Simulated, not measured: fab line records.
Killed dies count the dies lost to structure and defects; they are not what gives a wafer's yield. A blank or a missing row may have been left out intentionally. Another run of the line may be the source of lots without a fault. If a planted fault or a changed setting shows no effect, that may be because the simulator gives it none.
Chamber matching || flow nand_harc || 3 sister chambers for NHARC_P_M2_PRE_CLEAN_32 on pecvd-01
The step time 12 s. 20 wafers are shown with their chamber, then 10 later ones without.

## EACH WAFER AND ITS CHAMBER
{"wafer": "L079.1", "chamber": 1, "heater_power_w (W)": 650, "susceptor_temp_C (C)": 370.31}
{"wafer": "L079.5", "chamber": 0, "heater_power_w (W)": 599, "susceptor_temp_C (C)": 370.21}
{"wafer": "L079.6", "chamber": 1, "heater_power_w (W)": 669, "susceptor_temp_C (C)": 370.27}
{"wafer": "L080.1", "chamber": 1, "heater_power_w (W)": 690, "susceptor_temp_C (C)": 370.13}
{"wafer": "L080.4", "chamber": 1, "heater_power_w (W)": 652, "susceptor_temp_C (C)": 369.80}
{"wafer": "L080.5", "chamber": 2, "heater_power_w (W)": 500, "susceptor_temp_C (C)": 370.00}
{"wafer": "L082.2", "chamber": 2, "heater_power_w (W)": 472, "susceptor_temp_C (C)": 369.68}
{"wafer": "L082.3", "chamber": 0, "heater_power_w (W)": 646, "susceptor_temp_C (C)": 369.94}
{"wafer": "L082.5", "chamber": 1, "heater_power_w (W)": 691, "susceptor_temp_C (C)": 370.10}
{"wafer": "L086.1", "chamber": 0, "heater_power_w (W)": 590, "susceptor_temp_C (C)": 370.09}
{"wafer": "L086.4", "chamber": 0, "heater_power_w (W)": 580, "susceptor_temp_C (C)": 370.21}
{"wafer": "L086.5", "chamber": 2, "heater_power_w (W)": 551, "susceptor_temp_C (C)": 369.77}
{"wafer": "L088.2", "chamber": 2, "heater_power_w (W)": 580, "susceptor_temp_C (C)": 370.09}
{"wafer": "L088.3", "chamber": 1, "heater_power_w (W)": 667, "susceptor_temp_C (C)": 369.78}
{"wafer": "L088.5", "chamber": 0, "heater_power_w (W)": 631, "susceptor_temp_C (C)": 369.68}
{"wafer": "L090.3", "chamber": 2, "heater_power_w (W)": 492, "susceptor_temp_C (C)": 369.93}
{"wafer": "L090.4", "chamber": 1, "heater_power_w (W)": 680, "susceptor_temp_C (C)": 369.85}
{"wafer": "L090.5", "chamber": 2, "heater_power_w (W)": 499, "susceptor_temp_C (C)": 369.87}
{"wafer": "L094.1", "chamber": 0, "heater_power_w (W)": 603, "susceptor_temp_C (C)": 369.55}
{"wafer": "L094.3", "chamber": 1, "heater_power_w (W)": 679, "susceptor_temp_C (C)": 370.01}

SIGNATURES, as means of the wafers listed above
{"reading": "heater_power_w", "chamber 0": 608.17, "chamber 1": 672.25, "chamber 2": 515.67, "scatter within a chamber": 27.9}
{"reading": "susceptor_temp_C", "chamber 0": 369.9467, "chamber 1": 370.0312, "chamber 2": 369.8900, "scatter within a chamber": 0.217}
Rule: a wafer's distance from a chamber is the root of the sum, over the readings, of the square of ((its reading less the chamber's mean) divided by the reading's scatter). If the next closest chamber is less than 2 further off than the closest, the wafer can't be placed; otherwise it belongs to the closest. How the scatter is found: for the shown wafers, subtract from each reading the mean of its chamber, square and add these, divide the total by (wafers less chambers), then take the root.

## WAFERS MISSING THEIR CHAMBER
{"wafer": "L094.4", "heater_power_w (W)": 695, "susceptor_temp_C (C)": 370.29}
{"wafer": "L095.2", "heater_power_w (W)": 694, "susceptor_temp_C (C)": 370.16}
{"wafer": "L095.3", "heater_power_w (W)": 655, "susceptor_temp_C (C)": 369.95}
{"wafer": "L095.6", "heater_power_w (W)": 655, "susceptor_temp_C (C)": 370.03}
{"wafer": "L096.4", "heater_power_w (W)": 724, "susceptor_temp_C (C)": 369.95}
{"wafer": "L096.5", "heater_power_w (W)": 496, "susceptor_temp_C (C)": 370.07}
{"wafer": "L096.6", "heater_power_w (W)": 647, "susceptor_temp_C (C)": 369.81}
{"wafer": "L097.1", "heater_power_w (W)": 593, "susceptor_temp_C (C)": 369.86}
{"wafer": "L097.2", "heater_power_w (W)": 550, "susceptor_temp_C (C)": 370.28}
{"wafer": "L097.4", "heater_power_w (W)": 550, "susceptor_temp_C (C)": 370.22}

## CHAMBER TAKEN BY EACH
{"wafer": "L094.4", "from the rows above": 1, "in truth": 1}
{"wafer": "L095.2", "from the rows above": 1, "in truth": 1}
{"wafer": "L095.3", "from the rows above": "can't be placed: 1 or 0", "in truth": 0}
{"wafer": "L095.6", "from the rows above": "can't be placed: 1 or 0", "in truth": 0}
{"wafer": "L096.4", "from the rows above": 1, "in truth": 1}
{"wafer": "L096.5", "from the rows above": 2, "in truth": 2}
{"wafer": "L096.6", "from the rows above": "can't be placed: 1 or 0", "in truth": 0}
{"wafer": "L097.1", "from the rows above": 0, "in truth": 0}
{"wafer": "L097.2", "from the rows above": "can't be placed: 2 or 0", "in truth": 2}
{"wafer": "L097.4", "from the rows above": "can't be placed: 2 or 0", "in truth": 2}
Placed correctly: 5 of 10. Unplaceable from these rows: 5, with the true chamber sitting among the candidates in 5. Number placed wrongly: 0.
